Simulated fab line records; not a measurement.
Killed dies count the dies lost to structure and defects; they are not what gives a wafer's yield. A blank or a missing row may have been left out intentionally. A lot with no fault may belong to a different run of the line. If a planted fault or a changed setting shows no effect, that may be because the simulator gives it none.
fab line records	flow n5_finfet	part 2 of 2: steps 24 to 32 of 32
record: lots: 5	wafers: 15	last_day: 16
route steps=1938 shown BEOL_M5@1191 BEOL_M6@1194
lots with no fault: from the same line, run without faults
start_h: the number of hours between the record's first day and the start of the first shown wafer of the lot	wait_h: hours elapsed since this lot's preceding step	" unchanged from the row above	L1.1+2: a single row standing in for several wafers	- no value present, or no start provided	* or withheld: withheld	< > ~ a bound
route shown NAME@n: NAME is a module with steps in the file, n the number in the route of the first one	usual: mean/standard deviation of fault-free wafers	same: alike in all rows	chamber/n: place in a boat	sites: per-site readings	_std_site: their standard deviation	_edge_site: outer sites' mean less inner sites'	radius_mm: for every site, how far away it sits from the centre of the wafer	mask NAME#n: copy n	behind: tool/chamber where the wafer was last shaped	hold: reason for holding the lot/hours on hold/outcome of the hold	device: the n, p or np transistor that did not switch	end of line: at the end of the route, the tests of the same wafers	a step without rows: its recipe alone	killed: dies lost to structure and defects at the first sort, not the wafer's yield	map: shows each die of a wafer: x if killed, . if not, _ if none is there
set.NAME: the setting the step ran with; set.NAME@STEP: the setting that earlier step ran with	model.NAME: the simulator's own value behind a step, which no gauge read
certain route steps with their lots: each step a table, each wafer a row
services: a tool's chamber out of use, with start hour (start_h, from the record's first day; less than 0 if before it), hours out, and reason
== steps ==
step: N5_BEOL_M6_STRIP_67
recipe: chemistry: CF4	resist: SiARC	power_w: 300	bias_power_w: 75	pressure_mtorr: 50	cf4_flow_sccm: 150	rf_frequency_hz: 6e+07
usual: bias_power_w: 74.98/0.2	chamber_pressure_mTorr: 50.00/0.048	drypump_motor_current_A: 5.7/0.49	oes_product_au: 0.79/0.066	rf_vpp_V: 270.9/1.3	showerhead_plenum_p_Torr: 1.78/0.039	throttle_valve_pct: 13.65/0.22
lot.wafer	tool	chamber	start_h	wait_h	bias_power_w	chamber_pressure_mTorr	drypump_motor_current_A	oes_product_au	rf_hours_counter_h	rf_vpp_V	showerhead_plenum_p_Torr	throttle_valve_pct
L075.1	rie_diel-01	0	184.76	0.0	75.37	49.98	6.3	0.79	142	271.2	1.83	13.72
L075.2	"	1	"	"	75.06	50.05	5.8	0.69	225	271.5	1.74	14.09
L075.3	"	3	"	"	74.63	50.02	6.0	0.80	100	270.9	1.82	13.69
L089.4	rie_diel-01	2	263.73	0.0	75.09	50.02	5.3	0.74	-	271.8	1.84	13.66
L089.5	"	3	"	"	74.91	49.99	6.0	0.79	-	272.1	1.81	13.76
L089.6	"	0	"	"	75.07	49.97	6.3	0.75	-	270.8	1.82	13.79
L090.2	rie_diel-05	1	278.13	0.0	74.89	49.98	5.8	0.82	86	269.5	1.73	13.54
L090.4	"	0	"	"	74.55	49.91	5.1	0.81	99	269.4	1.75	13.48
L090.6	"	2	"	"	75.18	50.06	6.7	0.70	-	270.4	1.77	14.13
L093.1	rie_diel-01	1	291.34	0.0	75.06	50.04	5.7	0.97	1	271.2	1.74	13.53
L093.5	"	1	"	"	74.97	50.04	5.7	0.96	-	270.7	1.74	13.56
L093.6	"	2	"	"	75.10	50.00	5.3	0.72	-	272.4	1.84	13.70
L096.1	rie_diel-04	1	311.04	0.0	74.87	49.97	5.4	0.80	103	270.1	1.79	13.59
L096.2	"	2	"	"	74.69	49.96	5.4	0.86	59	268.5	1.73	13.29
L096.3	"	0	"	"	75.01	50.14	5.9	0.74	173	268.4	1.72	13.62
step: N5_BEOL_M6_HM_OPEN_17
recipe: chemistry: Cl2/BCl3	target_depth_a: 200	overetch_a: 60	target: TiN	mask_material: SOC	ion_energy_ev: 150	pressure_mtorr: 10	icp_w: 1000	bias_w: 126	Cl2_flow_sccm: 53.25	bcl3_flow_sccm: 21.75	Ar_flow_sccm: 25
usual: chamber_pressure_mTorr: 10.000/0.01	drypump_motor_current_A: 5.88/0.25	mfc_ar_sccm: 25.00/0.072	oes_product_au: 0.67/0.061	throttle_valve_pct: 22.28/0.23
lot.wafer	tool	chamber	start_h	wait_h	chamber_pressure_mTorr	drypump_motor_current_A	mfc_ar_sccm	oes_product_au	rf_hours_counter_h	throttle_valve_pct
L075.1	rie_metal-01	1	184.80	0.0	9.996	5.99	25.05	0.65	48	22.09
L075.2	"	0	"	"	10.007	6.32	24.97	0.74	16	22.27
L075.3	"	0	"	"	9.997	6.30	24.95	0.74	-	22.30
L089.4	rie_metal-02	0	263.85	0.1	10.000	6.02	24.94	0.62	-	22.04
L089.5	"	0	"	"	9.997	6.03	25.06	0.61	-	22.06
L089.6	"	0	"	"	9.994	6.02	24.98	0.61	-	22.04
L090.2	rie_metal-01	1	278.17	0.0	10.001	6.01	25.04	0.64	56	22.13
L090.4	"	1	"	"	9.996	6.01	24.95	0.64	-	22.12
L090.6	"	1	"	"	9.997	6.02	24.97	0.64	-	22.13
L093.1	rie_metal-02	1	291.38	0.0	10.015	5.66	25.12	0.79	3	22.46
L093.5	"	1	"	"	9.985	5.65	25.07	0.79	-	22.46
L093.6	"	1	"	"	10.002	5.68	25.15	0.78	-	22.46
L096.1	rie_metal-03	1	311.09	0.0	10.010	5.58	24.95	0.66	41	22.23
L096.2	"	0	"	"	10.016	5.78	25.08	0.66	35	22.28
L096.3	"	1	"	"	10.008	5.58	24.98	0.65	-	22.27
step: N5_BEOL_M6_STRIP_19
recipe: chemistry: O2	power_w: 400	temp_c: 40	pressure_mtorr: 30	rf_frequency_hz: 6e+07	bias_power_w: 0	overash_fraction: 0.2	o2_flow_sccm: 225
usual: chamber_pressure_mTorr: 30.00/0.035	drypump_motor_current_A: 5.6/0.51	oes_product_au: 0.81/0.073	rf_vpp_V: 3.6/0.62	showerhead_plenum_p_Torr: 2.07/0.046	throttle_valve_pct: 16.71/0.25
same: bias_power_w: 0	overash_fraction: 0.2
lot.wafer	tool	chamber	start_h	wait_h	chamber_pressure_mTorr	drypump_motor_current_A	oes_product_au	rf_hours_counter_h	rf_vpp_V	showerhead_plenum_p_Torr	throttle_valve_pct
L075.1	rie_diel-01	0	184.91	0.1	30.01	6.3	0.78	142	3.2	2.12	16.74
L075.2	"	2	"	"	29.96	5.3	0.75	137	3.6	2.17	16.70
L075.3	"	1	"	"	30.00	5.7	0.69	225	2.7	2.08	17.40
L089.4	rie_diel-05	3	264.00	0.1	29.96	4.9	0.89	55	4.4	2.04	16.50
L089.5	"	3	"	"	29.98	4.9	0.89	-	3.9	2.04	16.51
L089.6	"	0	"	"	30.01	5.1	0.83	-	3.5	2.02	16.52
L090.2	rie_diel-04	2	278.39	0.2	29.97	5.3	0.87	46	3.4	2.06	16.54
L090.4	"	3	"	"	30.01	6.0	0.88	58	3.8	2.04	16.45
L090.6	"	0	"	"	30.03	5.9	0.75	-	3.5	2.00	16.63
L093.1	rie_diel-04	1	291.71	0.3	29.95	5.4	0.83	96	4.3	2.13	16.81
L093.5	"	2	"	"	30.01	5.3	0.85	-	3.7	2.06	16.53
L093.6	"	1	"	"	30.01	5.4	0.81	-	2.4	2.13	16.81
L096.1	rie_diel-05	3	311.21	0.1	30.06	4.9	0.88	74	4.7	2.03	16.53
L096.2	"	0	"	"	30.04	5.1	0.82	111	3.3	2.02	16.56
L096.3	"	2	"	"	29.99	6.7	0.69	230	4.3	2.05	17.14
step: N5_BEOL_M6_CD_MEAS_18
recipe: pitch_nm: 80	target_cd_nm: 40
usual: cd_nm: 40.1/0.72
lot.wafer	tool	chamber	start_h	wait_h	cd_nm
L075.1	cd_sem-01	-	184.98	0.0	41.3
L075.2	"	-	"	"	40.4
L075.3	"	-	"	"	41.3
L089.4	cd_sem-03	-	264.08	0.1	40.3
L089.5	"	-	"	"	40.3
L089.6	"	-	"	"	40.6
L090.2	cd_sem-03	-	278.46	0.1	40.0
L090.4	"	-	"	"	39.9
L090.6	"	-	"	"	39.8
L093.1	cd_sem-02	-	291.78	0.0	40.8
L093.5	"	-	"	"	40.4
L093.6	"	-	"	"	38.7
L096.1	cd_sem-02	-	311.28	0.0	39.7
L096.2	"	-	"	"	39.3
L096.3	"	-	"	"	38.6
step: N5_BEOL_M6_COAT_63
recipe: resist: SOC	temp_c: 250	time_s: 60	spin_rpm: 1500	resist_thk_nm: 60
lot.wafer	tool	chamber	start_h	wait_h
L075.1+2+3	litho_track-02	0	185.03	0.0
L089.4+5+6	litho_track-01	0	264.15	0.1
L090.2+4+6	litho_track-04	0	279.33	0.9
L093.1+5+6	litho_track-04	0	292.25	0.5
L096.1+2+3	litho_track-01	0	312.22	0.9
step: N5_BEOL_M6_COAT_64
recipe: resist: SiARC	temp_c: 220	time_s: 60	spin_rpm: 1500	resist_thk_nm: 12
lot.wafer	tool	chamber	start_h	wait_h
L075.1+2+3	litho_track-02	0	-	-
L089.4+5+6	litho_track-01	0	-	-
L090.2+4+6	litho_track-04	0	-	-
L093.1+5+6	litho_track-04	0	-	-
L096.1+2+3	litho_track-01	0	-	-
step: N5_BEOL_M6_COAT_71
recipe: resist: underlayer	temp_c: 205	time_s: 60	spin_rpm: 1500	resist_thk_nm: 5
lot.wafer	tool	chamber	start_h	wait_h
L075.1+2+3	litho_track-02	0	-	-
L089.4+5+6	litho_track-01	0	-	-
L090.2+4+6	litho_track-04	0	-	-
L093.1+5+6	litho_track-04	0	-	-
L096.1+2+3	litho_track-01	0	-	-
step: N5_BEOL_M6_COAT_22
recipe: resist: CAR-EUV	spin_rpm: 1500	resist_thk_nm: 30
lot.wafer	tool	chamber	start_h	wait_h
L075.1+2+3	litho_track-02	0	-	-
L089.4+5+6	litho_track-01	0	-	-
L090.2+4+6	litho_track-04	0	-	-
L093.1+5+6	litho_track-04	0	-	-
L096.1+2+3	litho_track-01	0	-	-
step: N5_BEOL_M6_EBR_24
recipe: solvent: PGMEA	ebr_width_mm: 1.5
lot.wafer	tool	chamber	start_h	wait_h
L075.1+2+3	litho_track-02	0	-	-
L089.4+5+6	litho_track-01	0	-	-
L090.2+4+6	litho_track-04	0	-	-
L093.1+5+6	litho_track-04	0	-	-
L096.1+2+3	litho_track-01	0	-	-
== services ==
tool	chamber	start_h	hours	kind
arfi_scanner-02	-	166.32	1.5	pm
uv_cure-01	-	167.01	14.6	pm
rie_diel-04	2	172.28	4.3	repair
pecvd-01	-	177.10	1.7	repair
arfi_scanner-02	-	178.12	1.3	pm
uv_cure-03	-	178.99	7.5	pm
rie_diel-05	0	185.05	3.2	repair
arfi_scanner-02	-	186.08	1.0	pm
rie_diel-04	-	190.71	1.6	repair
pecvd-04	0	193.65	15.3	repair
rie_diel-05	1	230.89	5.4	repair
pecvd-03	0	235.17	7.8	repair
rie_diel-04	2	242.38	12.5	repair
pecvd-04	1	244.42	4.1	repair
arfi_scanner-02	-	248.25	1.4	repair
pecvd-01	-	264.89	5.5	pm
arfi_scanner-02	-	271.21	0.8	pm
uv_cure-01	-	282.84	0.8	repair
rie_metal-02	0	288.25	18.7	repair
pecvd-03	2	292.78	6.0	repair
rie_diel-05	2	298.44	8.7	repair
arfi_scanner-02	-	303.62	1.3	pm
arfi_scanner-02	-	306.38	1.0	pm
pecvd-01	0	309.70	7.9	repair
